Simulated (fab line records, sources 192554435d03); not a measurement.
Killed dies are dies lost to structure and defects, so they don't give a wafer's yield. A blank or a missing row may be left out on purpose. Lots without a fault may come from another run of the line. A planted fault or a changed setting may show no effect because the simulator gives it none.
fab line records | flow n5_finfet
record lots=6 wafers=18 last_day=19
route steps=1938 shown WELL_APT@38 BEOL_M4@1111 PASSIVATION@1936
lots that met no fault: from a run of the same line without faults
start_h: hours from the record's first day to the start of the lot's first wafer shown | wait_h: hours since the lot's step before | " the same as in the row above | L1.1+2: a row that stands for several wafers | - no value, or no start given | * or withheld: withheld | < > ~ a bound
route shown NAME@n: a module of which the file shows steps, and the number in the route of the first | usual: mean/standard deviation of fault-free wafers | same: alike in all rows | chamber/n: place in a boat | sites: the reading at each site | _std_site: their standard deviation | _edge_site: outer sites' mean less inner sites' | radius_mm: how far each site lies from the wafer's centre | mask NAME#n: copy n | behind: the tool/chamber that last shaped the wafer | hold: why the lot was held/for how many hours/how that ended | device: the transistor (n, p or np) that didn't switch | end of line: the same wafers' tests at the end of the route | a step without rows: its recipe alone | killed: dies lost to structure and defects at the first sort, not the wafer's yield | map: a wafer's dies, x killed, . not, _ none there
set.NAME: the setting as run; set.NAME@STEP: as run at that earlier step | model.NAME: the simulator's own value behind a step, which no gauge read
lots at some steps of the route; a table a step, a row a wafer
services: from which hour (start_h, from the record's first day; less than 0 if before it) a tool's chamber was out of use, for how many hours, and why
## steps
# step N5_WELL_APT_SOFTBAKE_20
# recipe temp_c=130 time_s=60
# step N5_WELL_APT_EXPOSE_22
# recipe mask_id=PWELL na=0.8 source_shape=conventional sigma_outer=0.8 polarization=unpolarized defocus_nm=0 target_cd_nm=200 dose_mj=23.2
# step N5_WELL_APT_PEB_23
# recipe peb_temp_c=130 peb_time_s=90
# step N5_WELL_APT_DEVELOP_24
# recipe develop_time_s=45 rinse_liquid=surfactant_rinse dry=air_spin dev_temp_c=21
# step N5_WELL_APT_HARDBAKE_29
# recipe temp_c=130 time_s=120
# step N5_WELL_APT_CD_MEAS_25
# recipe target_cd_nm=200 landing_energy_ev=500 detector=se_inlens
# usual cd_nm=199.3/1.4
# same landing_energy_ev=500
# columns lot.wafer tool chamber start_h wait_h cd_nm
L892.1 cd_sem-01 0 33.04 - 198.9
L892.3 " 0 " " 197.2
L892.4 " 0 " " 199.1
L895.2 cd_sem-03 0 50.80 - 199.9
L895.4 " 0 " " 199.4
L895.6 " 0 " " 199.6
L899.1 cd_sem-01 0 75.21 - 197.7
L899.3 " 0 " " 198.9
L899.6 " 0 " " 198.1
L900.1 cd_sem-01 0 80.94 - 200.2
L900.5 " 0 " " 199.6
L900.6 " 0 " " 197.9
L908.1 cd_sem-01 0 128.98 - 199.0
L908.2 " 0 " " 198.4
L908.6 " 0 " " 198.3
L910.1 cd_sem-02 0 141.46 - 199.6
L910.2 " 0 " " 199.9
L910.3 " 0 " " 199.2
# step N5_WELL_APT_OVL_MEAS_26
# recipe points_per_wafer=44
# usual PWELL_OVL=-2/5.7
# columns lot.wafer tool chamber start_h wait_h PWELL_OVL[nm]
L892.1 overlay-02 0 33.07 0.0 -6
L892.3 " 0 " " -6
L892.4 " 0 " " -11
L895.2 overlay-02 0 50.83 0.0 1
L895.4 " 0 " " -8
L895.6 " 0 " " -7
L899.1 overlay-01 0 75.24 0.0 0
L899.3 " 0 " " 11
L899.6 " 0 " " -5
L900.1 overlay-01 0 80.97 0.0 -12
L900.5 " 0 " " -2
L900.6 " 0 " " -9
L908.1 overlay-01 0 129.01 0.0 -8
L908.2 " 0 " " -6
L908.6 " 0 " " -5
L910.1 overlay-02 0 141.49 0.0 4
L910.2 " 0 " " 1
L910.3 " 0 " " -5
# step N5_WELL_APT_INSPECT_27
# recipe mode=adi inspect_instrument=macro
# usual raw_defect_count=2.0/1.4
# columns lot.wafer tool chamber start_h wait_h raw_defect_count
L892.1 defect_inspect-02 - 33.09 0.0 2
L892.3 " - " " 0
L892.4 " - " " 3
L895.2 defect_inspect-01 - 50.85 0.0 1
L895.4 " - " " 2
L895.6 " - " " 2
L899.1 defect_inspect-01 - 75.27 0.0 1
L899.3 " - " " 2
L899.6 " - " " 6
L900.1 defect_inspect-02 - 80.99 0.0 2
L900.5 " - " " 1
L900.6 " - " " 3
L908.1 defect_inspect-01 - 129.03 0.0 2
L908.2 " - " " 3
L908.6 " - " " 0
L910.1 defect_inspect-02 - 141.51 0.0 3
L910.2 " - " " 2
L910.3 " - " " 1
# step N5_WELL_APT_DESCUM_30
# recipe chemistry=O2 time_s=7.9 source_power_w=50 bias_power_w=20 pressure_mtorr=20 rf_frequency_hz=2.712e+07 temp_c=40 o2_flow_sccm=225
# usual drypump_motor_current_A=5.8/0.46 o2_flow_sccm=225.0/0.64 oes_product_au=0.77/0.078 rf_vpp_V=243.5/1.2 showerhead_plenum_p_Torr=2.12/0.054 throttle_valve_pct=20.52/0.14
# columns lot.wafer tool chamber start_h wait_h drypump_motor_current_A o2_flow_sccm oes_product_au rf_hours_counter_h rf_vpp_V showerhead_plenum_p_Torr throttle_valve_pct
L892.1 rie_diel-04 2 33.12 0.0 5.6 224.5 0.76 128 244.3 2.10 20.61
L892.3 " 1 " " 6.2 225.2 0.70 208 244.1 2.06 20.52
L892.4 " 0 " " 6.2 226.0 0.72 202 242.8 2.16 20.48
L895.2 rie_diel-05 0 51.13 0.3 5.7 224.9 0.88 30 244.8 2.22 20.45
L895.4 " 2 " " 6.1 226.3 0.75 159 241.9 2.18 20.70
L895.6 " 3 " " 6.0 224.9 0.86 - 242.5 2.04 20.56
L899.1 rie_diel-04 2 75.33 0.1 5.5 226.2 0.75 145 241.6 2.09 20.64
L899.3 " 1 " " 6.2 225.1 0.69 222 241.1 2.06 20.55
L899.6 " 1 " " 6.2 225.0 0.69 - 244.2 2.06 20.52
L900.1 rie_diel-01 3 81.03 0.0 5.2 225.1 0.80 90 243.3 2.11 20.66
L900.5 " 2 " " 5.0 225.0 0.72 - 242.4 2.16 20.35
L900.6 " 3 " " 5.2 224.9 0.81 - 244.1 2.11 20.67
L908.1 rie_diel-01 3 129.07 0.0 5.2 225.1 0.78 108 242.8 2.10 20.68
L908.2 " 0 " " 6.5 224.6 0.90 34 242.9 2.05 20.30
L908.6 " 2 " " 5.0 224.2 0.71 - 242.1 2.16 20.36
L910.1 rie_diel-04 2 142.23 0.7 5.5 226.3 0.72 169 242.8 2.08 20.68
L910.2 " 1 " " 6.2 225.2 0.68 245 242.4 2.05 20.56
L910.3 " 0 " " 6.2 224.9 0.68 244 244.1 2.15 20.55
# step N5_WELL_APT_IMPLANT_31
# recipe species=B energy_kev=60 dose_cm2=1.5e+13 tilt_deg=0 rotation_deg=0
# step N5_WELL_APT_IMPLANT_32
# recipe species=BF2 energy_kev=50 dose_cm2=2e+13 tilt_deg=0 rotation_deg=0
# step N5_WELL_APT_STRIP_33
# recipe chemistry=SPM time_s=900 temp_c=130 h2so4_h2o2_vol_ratio=4 dry=ipa_marangoni
# step N5_WELL_APT_RTA_34
# recipe temp_c=1000 time_s=10 ambient=N2 idle_temp_c=600 ramp_up_c_per_s=150 ramp_down_c_per_s=60 cool_to_c=600
# usual lamp_power_pct=13.01/0.049 lamp_zone_1_pct=12.99/0.03 lamp_zone_2_pct=12.994/0.029 lamp_zone_3_pct=12.99/0.031 lamp_zone_4_pct=12.996/0.03 lamp_zone_5_pct=12.997/0.029 lamp_zone_6_pct=12.92/0.033 lamp_zone_7_pct=13.42/0.031 wafer_temp_C_max=1003.5/0.98
# columns lot.wafer tool chamber start_h wait_h lamp_power_pct lamp_zone_1_pct lamp_zone_2_pct lamp_zone_3_pct lamp_zone_4_pct lamp_zone_5_pct lamp_zone_6_pct lamp_zone_7_pct wafer_temp_C_max
L892.1 rtp_anneal-02 0 33.90 0.0 12.97 13.00 13.014 13.01 12.993 13.025 12.95 13.40 1003.0
L892.3 " 0 " " 12.95 13.01 12.992 12.94 12.985 12.991 12.86 13.43 1002.1
L892.4 " 0 " " 12.97 13.01 13.004 12.99 13.060 13.007 12.98 13.38 1001.9
L895.2 rtp_anneal-01 0 51.91 0.0 12.36 12.38 12.347 12.34 12.395 12.451 12.31 12.76 1003.1
L895.4 " 0 " " 12.45 12.41 12.392 12.32 12.342 12.332 12.32 12.81 1006.4
L895.6 " 0 " " 12.36 12.42 12.386 12.44 12.341 12.393 12.35 12.85 1003.6
L899.1 rtp_anneal-01 0 76.13 0.1 12.39 12.39 12.397 12.40 12.448 12.350 12.31 12.78 1002.9
L899.3 " 0 " " 12.42 12.38 12.401 12.34 12.350 12.343 12.38 12.74 1003.6
L899.6 " 0 " " 12.41 12.39 12.383 12.40 12.425 12.462 12.32 12.80 1002.6
L900.1 rtp_anneal-02 0 81.81 0.0 12.92 13.03 12.971 12.98 13.002 13.043 12.95 13.42 1002.2
L900.5 " 0 " " 12.95 13.01 12.978 12.98 13.010 12.993 12.97 13.38 1003.6
L900.6 " 0 " " 12.96 12.99 13.018 13.00 12.982 12.976 12.90 13.46 1002.3
L908.1 rtp_anneal-02 0 129.83 0.0 13.02 12.97 12.938 12.99 12.972 13.020 12.93 13.43 1002.6
L908.2 " 0 " " 13.02 13.01 12.915 13.01 13.007 12.993 12.88 13.42 1002.3
L908.6 " 0 " " 12.94 13.00 12.999 12.98 13.012 13.027 12.91 13.45 1004.9
L910.1 rtp_anneal-01 0 142.99 0.0 12.99 12.97 12.930 12.97 13.003 12.990 12.90 13.50 1003.9
L910.2 " 0 " " 13.08 12.94 12.981 12.99 12.978 13.032 12.98 13.45 1003.5
L910.3 " 0 " " 12.98 12.98 12.960 13.02 13.027 12.934 12.98 13.44 1003.1
# step N5_WELL_APT_OXIDE_STRIP_42
# recipe chemistry=dHF dilution=25:1 time_s=45 temp_c=25 target=SiO2 target_depth_a=120
# step N5_BEOL_M4_RC_MEAS_101
# usual DIBL_N=36.6/1.3 DIBL_P=36.4/1.4 IOFF_N=0.167/0.023 IOFF_P=0.219/0.029 ION_N=678/8.7 ION_P=464/6.4 SS_N=71.5/0.53 SS_P=73.4/0.57 VT_N=248.5/2.8 VT_P=-249/3.1
# columns lot.wafer tool chamber start_h wait_h DIBL_N[mV/V] DIBL_P[mV/V] IOFF_N[nA/um] IOFF_P[nA/um] ION_N[uA/um] ION_P[uA/um] SS_N[mV/dec] SS_P[mV/dec] VT_N[mV] VT_P[mV]
L892.1 prober-02 0 193.10 0.0 38.4 37.2 0.204 0.264 692 470 72.3 74.5 241.0 -244
L892.3 " 0 " " 37.4 36.8 0.190 0.254 682 469 72.0 73.6 247.6 -245
L892.4 " 0 " " 37.6 36.5 0.193 0.266 691 471 72.0 74.0 243.1 -243
L895.2 prober-02 0 226.67 0.2 38.3 37.9 0.181 0.236 681 475 71.9 73.5 247.6 -247
L895.4 " 0 " " 39.0 39.0 0.211 0.270 703 480 71.8 73.0 243.3 -246
L895.6 " 0 " " 38.8 38.6 0.200 0.251 690 469 71.6 73.9 244.8 -250
L900.1 prober-01 0 254.70 0.0 33.7 34.7 0.145 0.229 679 470 71.3 72.7 250.3 -244
L900.5 " 0 " " 35.5 36.4 0.177 0.247 688 469 71.3 73.7 247.6 -245
L900.6 " 0 " " 33.3 34.6 0.134 0.224 666 465 70.5 73.0 252.9 -245
L899.1 prober-01 0 283.19 0.0 36.5 36.2 0.178 0.202 676 460 71.8 72.7 246.3 -249
L899.3 " 0 " " 35.3 35.3 0.152 0.196 666 458 71.9 73.3 248.7 -250
L899.6 " 0 " " 37.0 37.4 0.185 0.225 681 459 71.5 73.7 243.9 -249
L908.1 prober-01 0 329.98 0.0 35.8 36.1 0.147 0.208 669 460 71.8 73.2 248.5 -251
L908.2 " 0 " " 36.4 37.0 0.156 0.211 675 469 71.3 73.5 250.8 -251
L908.6 " 0 " " 36.7 37.4 0.166 0.222 673 463 72.1 73.4 246.6 -251
L910.1 prober-01 0 351.14 0.0 36.9 37.9 0.164 0.231 674 467 71.6 74.1 251.0 -249
L910.2 " 0 " " 36.5 37.0 0.149 0.200 676 457 71.7 72.9 249.8 -253
L910.3 " 0 " " 37.9 39.8 0.187 0.257 683 471 72.1 73.3 247.3 -248
# step N5_PASSIVATION_PROBE_49
# usual defect_limited_yield=91.6/1.6 killed_at_M0_to_M3=32/9.7 killed_at_M4_up=13/4.4 killed_at_contacts=12/6.5 killed_at_front_end=38/12 killed_at_other=3.7/3 killed_dies=99/18 killed_open=66/14 killed_short=32/7.5 sort_bin_5_function=4.9/1 sort_bin_6_memory=3.2/0.73 sort_n_pass=1081/18 sort_yield_pct=91.6/1.6
# same gross_dies=1180 killed_at_back_side=0 sort_bin_4_leakage[%]=0 sort_bin_8_speed[%]=0
# columns lot.wafer tool chamber start_h wait_h defect_limited_yield[%] killed_at_M0_to_M3 killed_at_M4_up killed_at_contacts killed_at_front_end killed_at_other killed_dies killed_open killed_short sort_bin_5_function[%] sort_bin_6_memory[%] sort_n_pass sort_yield_pct[%]
L892.1 prober-02 - 299.74 0.0 92.6 35 9 18 23 2 87 53 33 4.7 2.5 1093 92.6
L892.3 prober-02 - 299.84 0.1 93.2 27 9 18 23 3 80 54 26 3.9 2.2 1100 93.2
L892.4 prober-02 - 299.89 0.2 92.9 32 10 18 22 2 84 53 31 4.6 2.1 1096 92.9
L895.2 prober-01 - 325.97 0.1 90.8 20 15 20 46 8 109 71 37 5.7 3.3 1071 90.8
L895.4 prober-01 - 326.07 0.2 94.2 19 13 10 26 0 68 46 21 3.2 2.5 1112 94.2
L895.6 prober-01 - 326.17 0.3 93.6 16 13 19 20 7 75 48 27 4.0 2.0 1105 93.6
# killed by level:class
L892.1 MOL_CONTACT_COAG:geometric_particle:open=14 GATE_CUT:geometric_particle:short=6 BEOL_M0_SAQP:geometric_particle:short=6 BEOL_M0_SAQP:geometric_particle:open=6 FIN_SAQP:geometric_particle:open=4 DUMMY_GATE:geometric_particle:open=4 MOL_CONTACT_COAG:geometric_particle:short=4 BEOL_M0:geometric_particle:open=4
L892.3 MOL_CONTACT_COAG:geometric_particle:open=16 BEOL_M3:geometric_particle:open=7 BEOL_M0:geometric_particle:open=5 GATE_CUT:geometric_particle:short=4 FIN_SAQP:geometric_particle:open=3 FIN_SAQP:geometric_particle:short=3 STI_FIN_REVEAL:geometric_particle:open=3 GATE_CUT:geometric_particle:open=3
L892.4 MOL_CONTACT_COAG:geometric_particle:open=15 BEOL_M0_SAQP:geometric_particle:short=10 BEOL_M2:geometric_particle:open=7 FIN_SAQP:geometric_particle:open=5 GATE_CUT:geometric_particle:open=4 BEOL_M0:geometric_particle:short=4 GATE_CUT:geometric_particle:short=3 MOL_CONTACT_COAG:geometric_particle:short=3
L895.2 MOL_CONTACT_COAG:geometric_particle:open=12 FIN_SAQP:geometric_particle:open=9 STI_FIN_REVEAL:geometric_particle:open=9 FIN_SAQP:geometric_particle:short=8 MOL_CONTACT_COAG:geometric_particle:short=8 GATE_CUT:geometric_particle:short=7 DUMMY_GATE:geometric_particle:open=6 BEOL_M1:geometric_particle:open=6
L895.4 FIN_SAQP:geometric_particle:open=7 MOL_CONTACT_COAG:geometric_particle:open=7 BEOL_M3:geometric_particle:open=7 FIN_SAQP:geometric_particle:short=6 BEOL_M0_SAQP:geometric_particle:open=4 BEOL_M4:geometric_particle:open=4 BEOL_M1:geometric_particle:short=3 STI_FIN_REVEAL:geometric_particle:open=3
L895.6 MOL_CONTACT_COAG:geometric_particle:open=14 BEOL_M0_SAQP:geometric_particle:short=6 MOL_CONTACT_COAG:geometric_particle:short=5 BEOL_M3:geometric_particle:open=4 BEOL_M4:geometric_particle:open=4 MIM_TOP:geometric_particle:short=4 FIN_SAQP:geometric_particle:open=3 STI_FIN_REVEAL:geometric_particle:open=3
## services
# columns tool chamber start_h hours kind
rie_diel-01 - 31.91 2.8 pm
rie_diel-04 1 61.26 8.9 repair
rie_diel-04 3 101.78 - clean
rie_diel-04 3 101.78 - consumable_replace:focus_ring
rie_diel-04 3 101.78 28.4 scheduled_down
rie_diel-04 3 101.78 28.4 vent_cycle
rie_diel-04 - 119.54 2.3 repair
rie_diel-05 - 132.88 14.6 pm
## key
first_sign step=N5_WELL_APT_RTA_34 reading=lamp_zone_2_pct direction=down sigmas=21 usual=* struck=*
effect step=N5_WELL_APT_RTA_34 reading=lamp_zone_5_pct direction=down sigmas=21 usual=* struck=*
met_at N5_WELL_APT_RTA_34
struck_wafers L895.2,L895.4,L895.6,L899.1,L899.3,L899.6
fault kind=process_parameter_drift tool=rtp_anneal-01 chamber=- onset_h=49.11 steps=N5_WELL_APT_RTA_34 channel=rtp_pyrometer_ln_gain offset=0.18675 shape=step end_h=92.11
